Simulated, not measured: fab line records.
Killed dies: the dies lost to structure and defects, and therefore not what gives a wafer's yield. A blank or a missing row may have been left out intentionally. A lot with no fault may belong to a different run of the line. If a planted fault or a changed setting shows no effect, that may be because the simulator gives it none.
Which tool is to blame? :: flow nand harc :: 13 lots with 39 wafers sampled at 6 steps, on a route of 1159 steps

WHAT THE GAUGES READ, wafer by wafer
NHARC_P_ZERO_WELL_INSPECT_43.
lot: L509
measured: day 2 01:35
on: defect inspect-01
raw defect count: 15 21 11

lot: L511
measured: day 2 13:21
on: defect inspect-02
raw defect count: 11 16 13

lot: L512
measured: day 2 19:50
on: defect inspect-02
raw defect count: 10 12 13

lot: L513
measured: day 3 01:49
on: defect inspect-01
raw defect count: 9 12 9

lot: L516
measured: day 3 19:26
on: defect inspect-02
raw defect count: 4 12 12

lot: L519
measured: day 4 13:35
on: defect inspect-02
raw defect count: 18 11 21

lot: L520
measured: day 4 19:37
on: defect inspect-02
raw defect count: 8 13 13

lot: L526
measured: day 6 07:33
on: defect inspect-01
raw defect count: 21 600 577

lot: L527
measured: day 6 13:36
on: defect inspect-01
raw defect count: 569 13 7

lot: L528
measured: day 6 19:52
on: defect inspect-01
raw defect count: 14 26 19

lot: L529
measured: day 7 01:25
on: defect inspect-01
raw defect count: 26 20 16

lot: L530
measured: day 7 07:40
on: defect inspect-02
raw defect count: 17 19 12

lot: L531
measured: day 7 13:52
on: defect inspect-01
raw defect count: 12 21 21

NHARC_P_STI_OVL_MEAS_10.
lot: L509
measured: day 2 19:04
on: overlay-01
overlay x nm (nm): 2 1 2
overlay y nm (nm): 4 4 5

lot: L511
measured: day 3 07:06
on: overlay-02
overlay x nm (nm): -5 -5 -4
overlay y nm (nm): 4 4 3

lot: L512
measured: day 3 11:09
on: overlay-02
overlay x nm (nm): 3 3 3
overlay y nm (nm): -6 -5 -5

lot: L513
measured: day 3 19:16
on: overlay-02
overlay x nm (nm): 4 4 4
overlay y nm (nm): 3 3 3

lot: L516
measured: day 4 07:50
on: overlay-02
overlay x nm (nm): -5 -4 -4
overlay y nm (nm): 1 2 1

lot: L519
measured: day 5 04:57
on: overlay-02
overlay x nm (nm): 4 3 4
overlay y nm (nm): 0 0 0

lot: L520
measured: day 5 11:48
on: overlay-02
overlay x nm (nm): -10 -10 -9
overlay y nm (nm): -2 -3 -2

lot: L526
measured: day 6 23:07
on: overlay-01
overlay x nm (nm): -7 -7 -7
overlay y nm (nm): 15 15 15

lot: L527
measured: day 7 05:11
on: overlay-02
overlay x nm (nm): -5 -5 -5
overlay y nm (nm): 6 5 6

lot: L528
measured: day 7 11:17
on: overlay-01
overlay x nm (nm): 8 8 8
overlay y nm (nm): 6 6 6

lot: L529
measured: day 7 19:59
on: overlay-01
overlay x nm (nm): 10 10 11
overlay y nm (nm): 4 4 4

lot: L530
measured: day 7 19:50
on: overlay-02
overlay x nm (nm): -1 -2 -1
overlay y nm (nm): -9 -10 -11

lot: L531
measured: day 8 07:24
on: overlay-01
overlay x nm (nm): 0 0 0
overlay y nm (nm): -6 -6 -6

NHARC_P_STI_OCD_MEAS_43.
lot: L509
measured: day 2 20:19
on: ocd-02
trench depth nm (nm): 302 304 302
trench foot cd nm (nm): 158.0 154.5 157.9

lot: L511
measured: day 3 08:19
on: ocd-01
trench depth nm (nm): 302 295 301
trench foot cd nm (nm): 158.1 156.1 159.1

lot: L512
measured: day 3 12:21
on: ocd-01
trench depth nm (nm): 300 300 303
trench foot cd nm (nm): 154.4 155.6 158.7

lot: L513
measured: day 3 20:35
on: ocd-01
trench depth nm (nm): 307 299 305
trench foot cd nm (nm): 157.0 160.9 160.2

lot: L516
measured: day 4 09:10
on: ocd-01
trench depth nm (nm): 303 303 302
trench foot cd nm (nm): 160.1 155.2 155.1

lot: L519
measured: day 5 06:09
on: ocd-02
trench depth nm (nm): 302 302 298
trench foot cd nm (nm): 159.2 159.1 157.0

lot: L520
measured: day 5 13:02
on: ocd-02
trench depth nm (nm): 304 298 304
trench foot cd nm (nm): 155.0 154.8 156.8

lot: L526
measured: day 7 00:19
on: ocd-02
trench depth nm (nm): 300 304 304
trench foot cd nm (nm): 154.9 159.5 159.1

lot: L527
measured: day 7 06:26
on: ocd-01
trench depth nm (nm): 303 302 305
trench foot cd nm (nm): 160.0 158.6 158.1

lot: L528
measured: day 7 12:31
on: ocd-02
trench depth nm (nm): 297 302 297
trench foot cd nm (nm): 158.7 159.6 157.5

lot: L529
measured: day 7 21:17
on: ocd-02
trench depth nm (nm): 304 299 303
trench foot cd nm (nm): 158.4 157.0 155.1

lot: L530
measured: day 7 21:02
on: ocd-01
trench depth nm (nm): 301 296 299
trench foot cd nm (nm): 156.5 158.4 159.2

lot: L531
measured: day 8 08:37
on: ocd-01
trench depth nm (nm): 301 301 304
trench foot cd nm (nm): 159.0 159.4 158.8

NHARC_END_SORT_01.
lot: L526
measured: day 23 22:02
on: prober-02
killed at array: 27 32 31
killed at other: 0 0 0
killed at periphery: 7 62 64
killed dies: 34 94 95
killed open: 1 8 2
killed short: 3 3 1

lot: L527
measured: day 24 05:47
on: prober-02
killed at array: 32 25 28
killed at other: 0 0 0
killed at periphery: 53 4 6
killed dies: 85 29 34
killed open: 4 2 2
killed short: 3 0 1

WHAT TOOL EACH LOT RAN ON (gives the tool, then ch and the chambers of the sampled wafers, and finally the start)
lot: L509
NHARC_P_ZERO_WELL_PECVD_02: pecvd-01 ch 0,2, day 1 18:26
NHARC_P_STI_DESCUM_14: rie diel-11 ch 1,2, day 2 19:16

lot: L511
NHARC_P_ZERO_WELL_PECVD_02: pecvd-01 ch 0,1,2, day 2 06:26
NHARC_P_STI_DESCUM_14: rie diel-03 ch 0,1, day 3 07:16

lot: L512
NHARC_P_ZERO_WELL_PECVD_02: pecvd-02 ch 0,1,2, day 2 12:44
NHARC_P_STI_DESCUM_14: rie diel-11 ch 0,1,2, day 3 11:20

lot: L513
NHARC_P_ZERO_WELL_PECVD_02: pecvd-02 ch 0,1,2, day 2 18:27
NHARC_P_STI_DESCUM_14: rie diel-11 ch 0,1,2, day 3 19:26

lot: L516
NHARC_P_ZERO_WELL_PECVD_02: pecvd-03 ch 0,1, day 3 12:31
NHARC_P_STI_DESCUM_14: rie diel-01 ch 3, day 4 08:01

lot: L519
NHARC_P_ZERO_WELL_PECVD_02: pecvd-03 ch 0,1, day 4 06:29
NHARC_P_STI_DESCUM_14: rie diel-01 ch 0,1,3, day 5 05:08

lot: L520
NHARC_P_ZERO_WELL_PECVD_02: pecvd-03 ch 0,1,2, day 4 12:29
NHARC_P_STI_DESCUM_14: rie diel-01 ch 0,2, day 5 11:59

lot: L526
NHARC_P_ZERO_WELL_PECVD_02: pecvd-01 ch 1,2, day 6 00:29
NHARC_P_STI_DESCUM_14: rie diel-03 ch 0,1,3, day 6 23:17

lot: L527
NHARC_P_ZERO_WELL_PECVD_02: pecvd-01 ch 0,1,2, day 6 06:26
NHARC_P_STI_DESCUM_14: rie diel-01 ch 1,3, day 7 05:22

lot: L528
NHARC_P_ZERO_WELL_PECVD_02: pecvd-03 ch 0,2, day 6 12:33
NHARC_P_STI_DESCUM_14: rie diel-11 ch 1,2,3, day 7 11:27

lot: L529
NHARC_P_ZERO_WELL_PECVD_02: pecvd-03 ch 0,1,2, day 6 18:27
NHARC_P_STI_DESCUM_14: rie diel-03 ch 0,2,3, day 7 20:10

lot: L530
NHARC_P_ZERO_WELL_PECVD_02: pecvd-03 ch 0,1, day 7 00:32
NHARC_P_STI_DESCUM_14: rie diel-11 ch 0,3, day 7 20:00

lot: L531
NHARC_P_ZERO_WELL_PECVD_02: pecvd-03 ch 0,2, day 7 06:34
NHARC_P_STI_DESCUM_14: rie diel-03 ch 2,3, day 8 07:34
- NHARC_P_ZERO_WELL_PECVD_02: deposits SiO2, target thk 10 nm.
- NHARC_P_STI_DESCUM_14: chemistry O2, time 3 s.

WHAT THE TOOLS THEMSELVES READ (means of the sampled wafers that have a number; where no wafer has one, the mark that the record gives instead)
NHARC_P_STI_DESCUM_14.
lot: L509
tool: rie diel-11
drypump motor current A (A): 6.2
oes product au (a.u.): 1.010
rf vpp V (V): 58.3
showerhead plenum p Torr (Torr): 1.99
throttle valve pct (%): 11.304

lot: L511
tool: rie diel-03
drypump motor current A (A): 5.2
oes product au (a.u.): 0.992
rf vpp V (V): 58.3
showerhead plenum p Torr (Torr): 1.91
throttle valve pct (%): 11.306

lot: L512
tool: rie diel-11
drypump motor current A (A): 6.2
oes product au (a.u.): 1.005
rf vpp V (V): 58.2
showerhead plenum p Torr (Torr): 1.97
throttle valve pct (%): 11.313

lot: L513
tool: rie diel-11
drypump motor current A (A): 6.2
oes product au (a.u.): 0.995
rf vpp V (V): 57.9
showerhead plenum p Torr (Torr): 1.97
throttle valve pct (%): 11.305

lot: L516
tool: rie diel-01
drypump motor current A (A): 6.5
oes product au (a.u.): 0.990
rf vpp V (V): 57.5
showerhead plenum p Torr (Torr): 1.87
throttle valve pct (%): 11.306

lot: L519
tool: rie diel-01
drypump motor current A (A): 6.1
oes product au (a.u.): 0.990
rf vpp V (V): 57.7
showerhead plenum p Torr (Torr): 1.88
throttle valve pct (%): 11.311

lot: L520
tool: rie diel-01
drypump motor current A (A): 5.9
oes product au (a.u.): 1.007
rf vpp V (V): 58.2
showerhead plenum p Torr (Torr): 1.86
throttle valve pct (%): 11.311

lot: L526
tool: rie diel-03
drypump motor current A (A): 5.3
oes product au (a.u.): 0.992
rf vpp V (V): 57.7
showerhead plenum p Torr (Torr): 1.90
throttle valve pct (%): 11.314

lot: L527
tool: rie diel-01
drypump motor current A (A): 6.0
oes product au (a.u.): 0.992
rf vpp V (V): 57.4
showerhead plenum p Torr (Torr): 1.87
throttle valve pct (%): 11.309

lot: L528
tool: rie diel-11
drypump motor current A (A): 6.0
oes product au (a.u.): 1.012
rf vpp V (V): 58.2
showerhead plenum p Torr (Torr): 1.96
throttle valve pct (%): 11.313

lot: L529
tool: rie diel-03
drypump motor current A (A): 5.4
oes product au (a.u.): 0.991
rf vpp V (V): 58.2
showerhead plenum p Torr (Torr): 1.95
throttle valve pct (%): 11.311

lot: L530
tool: rie diel-11
drypump motor current A (A): 5.8
oes product au (a.u.): 1.008
rf vpp V (V): 57.6
showerhead plenum p Torr (Torr): 1.91
throttle valve pct (%): 11.310

lot: L531
tool: rie diel-03
drypump motor current A (A): 5.6
oes product au (a.u.): 0.984
rf vpp V (V): 57.3
showerhead plenum p Torr (Torr): 1.95
throttle valve pct (%): 11.305

THE ANSWER, worked out from the rows above alone
Rule: the lots themselves supply what counts as usual. Put in order of their means at a reading, lots are off if they are a third of the lots or fewer, leave a main group of 4 or more, and stand apart from it by a gap of 3 or more times the standard deviation of the main group's means; of several such gaps the widest counts. Not used: any main group whose means are identical at the precision the tables above print for the reading. A lot without any number at a reading at which 4 lots or more have one is off too. Where the step has rows for the other lots, those lots are counted as sound. First the gauges in route order, then the tools' own readings, where a lot's mean is used as printed above. At the first step where some lot is off, the reading lying furthest off is the one used; lots without a number count as furthest.
Off: L526, L527, at NHARC_P_ZERO_WELL_INSPECT_43 (raw defect count). Main group: mean 15, sd 3.7.
A tool fits if, at a process step before that reading, it ran every lot that is off, and no sound lot after the first of them. Those tools and the gauges at NHARC_P_ZERO_WELL_INSPECT_43 are tried in the same way. One fits: NHARC_P_ZERO_WELL_PECVD_02 on pecvd-01. A fault onset in the window from L511 (day 2 06:26, its last sound lot) to L526 (day 6 00:29, its first lot off) fits.

WHAT WAS PUT IN BY THE SIMULATOR
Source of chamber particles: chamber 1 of pecvd-01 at NHARC_P_ZERO_WELL_PECVD_02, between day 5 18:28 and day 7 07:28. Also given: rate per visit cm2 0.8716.
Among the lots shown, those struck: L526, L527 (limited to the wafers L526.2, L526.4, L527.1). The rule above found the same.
